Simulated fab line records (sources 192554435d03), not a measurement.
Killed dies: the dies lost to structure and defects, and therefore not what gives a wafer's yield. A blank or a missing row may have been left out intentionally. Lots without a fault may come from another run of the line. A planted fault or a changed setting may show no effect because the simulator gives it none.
Matching of chambers    flow n5 finfet    4 sister chambers for N5_BEOL_M1_STRIP_19 on rie diel-06
The step strips in O2. 7 wafers are shown with their chamber, then 7 later ones without.

== WAFERS WITH THEIR CHAMBER ==
wafer   chamber  throttle valve pct (%)  drypump motor current A (A)
L077.3  1        16.03                   5.9
L086.4  2        16.91                   5.2
L087.1  3        16.66                   5.3
L087.2  0        16.63                   5.7
L087.6  2        16.91                   5.2
L093.1  3        16.66                   5.3
L093.2  0        16.67                   5.8

== WAFERS WITH NO CHAMBER GIVEN ==
wafer   throttle valve pct (%)  drypump motor current A (A)
L093.3  16.07                   5.9
L095.2  16.08                   5.9
L095.4  16.94                   5.2
L095.5  16.68                   5.3
L096.1  16.67                   5.8
L096.2  16.95                   5.2
L096.4  16.08                   5.9

== EACH ONE'S CHAMBER ==
wafer   from the rows above  in truth
L093.3  1                    1
L095.2  1                    1
L095.4  2                    2
L095.5  3                    3
L096.1  0                    0
L096.2  2                    2
L096.4  1                    1
Placed correctly: 7 of 7. Number that these rows cannot place: 0. 0 placed wrongly.
How it was worked out, from the rows above alone: a wafer's distance from a chamber is the root of the sum, over the readings, of the square of ((its reading less the chamber's mean) divided by the reading's scatter). If the next closest chamber is less than 2 further off than the closest, the wafer can't be placed; otherwise it belongs to the closest. A chamber's mean is the mean of its shown wafers. The scatter: take each reading less its chamber's mean, square it, sum over the shown wafers, divide by the number of wafers less the number of chambers, and take the root.
